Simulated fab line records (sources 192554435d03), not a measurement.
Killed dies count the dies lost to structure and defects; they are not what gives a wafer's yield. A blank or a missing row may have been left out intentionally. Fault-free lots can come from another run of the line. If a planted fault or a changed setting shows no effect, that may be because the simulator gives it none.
Which of the tools did it? + flow n5-finfet + 45 wafers from 15 lots sampled at 4 of the route's 1938 steps

## WHAT THE GAUGES SHOWED, per wafer
N5_BEOL_M11_OVL_MEAS_12.
| lot  | measured     | on         | M11_OVL (nm)   |
|------|--------------|------------|----------------|
| L968 | day 12 03:08 | overlay-02 | -0.7 -1.0 -0.2 |
| L966 | day 12 18:48 | overlay-01 | 1.3 -0.6 -0.9  |
| L969 | day 12 22:50 | overlay-02 | 0.0 1.2 -0.3   |
| L971 | day 13 03:05 | overlay-01 | 0.5 0.8 1.6    |
| L972 | day 13 03:29 | overlay-02 | 0.5 1.2 0.9    |
| L975 | day 14 01:19 | overlay-02 | 0.6 0.2 1.3    |
| L974 | day 14 04:36 | overlay-02 | - - -          |
| L978 | day 15 03:43 | overlay-01 | - - -          |
| L976 | day 15 08:12 | overlay-02 | - - -          |
| L981 | day 16 06:05 | overlay-02 | -0.1 0.7 -0.8  |
| L986 | day 16 10:27 | overlay-01 | 1.4 0.6 -0.3   |
| L985 | day 17 00:14 | overlay-01 | 0.3 0.6 0.4    |
| L987 | day 18 06:58 | overlay-01 | 0.8 -1.0 0.3   |
| L988 | day 18 07:41 | overlay-01 | 0.1 -0.9 -0.9  |
| L989 | day 19 02:57 | overlay-02 | 0.0 -0.1 -0.4  |

## WHAT TOOL EACH LOT RAN ON (gives the tool, then ch and the chambers of the sampled wafers, and finally the start)
| lot  | N5_BEOL_M10_DEP_56              | N5_BEOL_M11_ILD_DEP_00          | N5_BEOL_M11_DEVELOP_10            |
|------|---------------------------------|---------------------------------|-----------------------------------|
| L968 | pecvd-04 ch 0,1, day 11 23:56   | pecvd-01 ch 0,2, day 12 00:05   | litho-track-01 ch 0, day 12 03:03 |
| L966 | pecvd-04 ch 0,1, day 12 16:16   | pecvd-01 ch 0,2, day 12 16:24   | litho-track-03 ch 0, day 12 18:43 |
| L969 | pecvd-04 ch 1,2, day 12 20:11   | pecvd-01 ch 0,2, day 12 20:19   | litho-track-05 ch 0, day 12 22:45 |
| L971 | pecvd-04 ch 0,1, day 12 23:47   | pecvd-03 ch 0,1, day 12 23:56   | litho-track-03 ch 0, day 13 03:00 |
| L972 | pecvd-04 ch 0,2, day 13 01:03   | pecvd-01 ch 1, day 13 01:11     | litho-track-03 ch 0, day 13 03:23 |
| L975 | pecvd-01 ch 0,1,2, day 13 23:33 | pecvd-04 ch 1,2, day 13 23:41   | litho-track-05 ch 0, day 14 01:14 |
| L974 | pecvd-02 ch 0,1,2, day 14 00:52 | pecvd-01 ch 0,1, day 14 01:00   | litho-track-05, day 14 04:31      |
| L978 | pecvd-01 ch 0,2, day 15 01:22   | pecvd-01 ch 1,2, day 15 01:30   | litho-track-03, day 15 03:37      |
| L976 | pecvd-02 ch 0,1,2, day 15 06:40 | pecvd-01 ch 0,1, day 15 06:49   | litho-track-05, day 15 08:07      |
| L981 | pecvd-02 ch 1,2, day 16 03:04   | pecvd-03 ch 0,1,2, day 16 03:13 | litho-track-05 ch 0, day 16 05:59 |
| L986 | pecvd-02 ch 2, day 16 08:29     | pecvd-01 ch 0,1,2, day 16 08:41 | litho-track-01 ch 0, day 16 10:22 |
| L985 | pecvd-01 ch 0,1,2, day 16 22:14 | pecvd-04 ch 0,1, day 16 22:23   | litho-track-03 ch 0, day 17 00:09 |
| L987 | pecvd-01 ch 0,1,2, day 18 03:46 | pecvd-04 ch 0,1,2, day 18 03:53 | litho-track-03 ch 0, day 18 06:53 |
| L988 | pecvd-01 ch 0,2, day 18 04:26   | pecvd-03 ch 0,1,2, day 18 04:34 | litho-track-03 ch 0, day 18 07:36 |
| L989 | pecvd-01 ch 1,2, day 19 01:09   | pecvd-03 ch 1,2, day 19 01:17   | litho-track-05 ch 0, day 19 02:52 |
- N5_BEOL_M10_DEP_56: deposits SiCN from 3MS/NH3, target thk 15 nm, time 26.5 s.
- N5_BEOL_M11_ILD_DEP_00: deposits SiCOH lowk from DEMS/porogen, target thk 308.51 nm, time 58 s.
- N5_BEOL_M11_DEVELOP_10: develop time 30 s.

## AS READ BY THE TOOLS THEMSELVES (means over the sampled wafers that have a number; for cases with no such wafer, the mark the record gives instead)
N5_BEOL_M10_DEP_56.
| lot  | tool     | showerhead-plenum-p-Torr (Torr) | throttle-valve-pct (%) |
|------|----------|---------------------------------|------------------------|
| L968 | pecvd-04 | 3.669                           | 9.4                    |
| L966 | pecvd-04 | 3.669                           | 9.2                    |
| L969 | pecvd-04 | 3.672                           | 8.6                    |
| L971 | pecvd-04 | 3.670                           | 9.3                    |
| L972 | pecvd-04 | 3.659                           | 8.9                    |
| L975 | pecvd-01 | 3.645                           | 8.9                    |
| L974 | pecvd-02 | 3.660                           | 9.2                    |
| L978 | pecvd-01 | 3.650                           | 9.1                    |
| L976 | pecvd-02 | 3.665                           | 9.3                    |
| L981 | pecvd-02 | 3.649                           | 9.0                    |
| L986 | pecvd-02 | 3.629                           | 9.3                    |
| L985 | pecvd-01 | 3.651                           | 9.1                    |
| L987 | pecvd-01 | 3.646                           | 9.2                    |
| L988 | pecvd-01 | 3.659                           | 9.3                    |
| L989 | pecvd-01 | 3.640                           | 8.6                    |

N5_BEOL_M11_ILD_DEP_00.
| lot  | tool     | heater-power-w (W) | showerhead-plenum-p-Torr (Torr) | susceptor-temp-C (C) | throttle-valve-pct (%) |
|------|----------|--------------------|---------------------------------|----------------------|------------------------|
| L968 | pecvd-01 | 280                | 5.728                           | 299.91               | 13.8                   |
| L966 | pecvd-01 | 289                | 5.725                           | 300.04               | 13.8                   |
| L969 | pecvd-01 | 319                | 5.728                           | 299.99               | 13.9                   |
| L971 | pecvd-03 | 309                | 5.736                           | 300.15               | 14.4                   |
| L972 | pecvd-01 | 306                | 5.705                           | 299.89               | 13.1                   |
| L975 | pecvd-04 | 303                | 5.743                           | 300.05               | 13.2                   |
| L974 | pecvd-01 | 324                | 5.727                           | 300.22               | 14.1                   |
| L978 | pecvd-01 | 313                | 5.713                           | 300.03               | 13.1                   |
| L976 | pecvd-01 | 323                | 5.726                           | 299.95               | 14.1                   |
| L981 | pecvd-03 | 277                | 5.738                           | 299.79               | 13.6                   |
| L986 | pecvd-01 | 312                | 5.721                           | 299.92               | 13.8                   |
| L985 | pecvd-04 | 251                | 5.738                           | 299.95               | 13.2                   |
| L987 | pecvd-04 | 258                | 5.743                           | 299.97               | 13.0                   |
| L988 | pecvd-03 | 310                | 5.738                           | 299.94               | 13.5                   |
| L989 | pecvd-03 | 321                | 5.729                           | 299.93               | 13.0                   |

N5_BEOL_M11_DEVELOP_10.
| lot  | tool           | chill-plate-temp-C (C) | developer-temp-C (C) | resist-line-temp-C (C) |
|------|----------------|------------------------|----------------------|------------------------|
| L968 | litho-track-01 | 23.13                  | 22.98                | 23.01                  |
| L966 | litho-track-03 | 22.98                  | 22.92                | 23.16                  |
| L969 | litho-track-05 | 23.06                  | 22.98                | 22.90                  |
| L971 | litho-track-03 | 23.10                  | 22.87                | 22.93                  |
| L972 | litho-track-03 | 23.03                  | 22.96                | 23.02                  |
| L975 | litho-track-05 | 22.96                  | 22.92                | 22.85                  |
| L974 | litho-track-05 | -                      | -                    | -                      |
| L978 | litho-track-03 | -                      | -                    | -                      |
| L976 | litho-track-05 | -                      | -                    | -                      |
| L981 | litho-track-05 | 23.09                  | 22.99                | 23.08                  |
| L986 | litho-track-01 | 23.05                  | 23.03                | 22.99                  |
| L985 | litho-track-03 | 22.97                  | 22.86                | 22.94                  |
| L987 | litho-track-03 | 23.01                  | 23.08                | 23.11                  |
| L988 | litho-track-03 | 22.98                  | 23.07                | 23.04                  |
| L989 | litho-track-05 | 23.01                  | 23.01                | 23.02                  |

## THE ANSWER, worked out from the rows above alone
Rule: the usual values come from the lots themselves. The widest of any qualifying gaps counts: lots, ordered by their means at a reading, are off when they make up no more than a third of the lots, leave a main group of 4 or more, and stand apart from it by 3 or more times the standard deviation of that group's means. A main group is skipped when, at the precision printed for the reading in the tables above, its means are all equal. A lot without any number at a reading at which 4 lots or more have one is off too. Any other lot the step has rows for is counted as sound. After the gauges, taken in route order, come the tools' own readings; for these a lot's mean is taken, as printed above. The first step at which some lot is off is used, and at that step the reading that is off furthest; a lot without a number counts as furthest.
Off: at N5_BEOL_M11_OVL_MEAS_12 (M11_OVL), L974, L978, L976. Without a number there: L974, L978, L976. The main group: mean 0.2 nm, standard deviation 0.51.
A tool fits if, at a process step before that reading, it ran every lot that is off, and no sound lot after the first of them. Not tried: the gauges at N5_BEOL_M11_OVL_MEAS_12; whatever is off there is also off at N5_BEOL_M11_DEVELOP_10, on other tools, and gauge error can't account for it. Not one of the candidates tried fits.

## WHAT WAS PUT IN BY THE SIMULATOR
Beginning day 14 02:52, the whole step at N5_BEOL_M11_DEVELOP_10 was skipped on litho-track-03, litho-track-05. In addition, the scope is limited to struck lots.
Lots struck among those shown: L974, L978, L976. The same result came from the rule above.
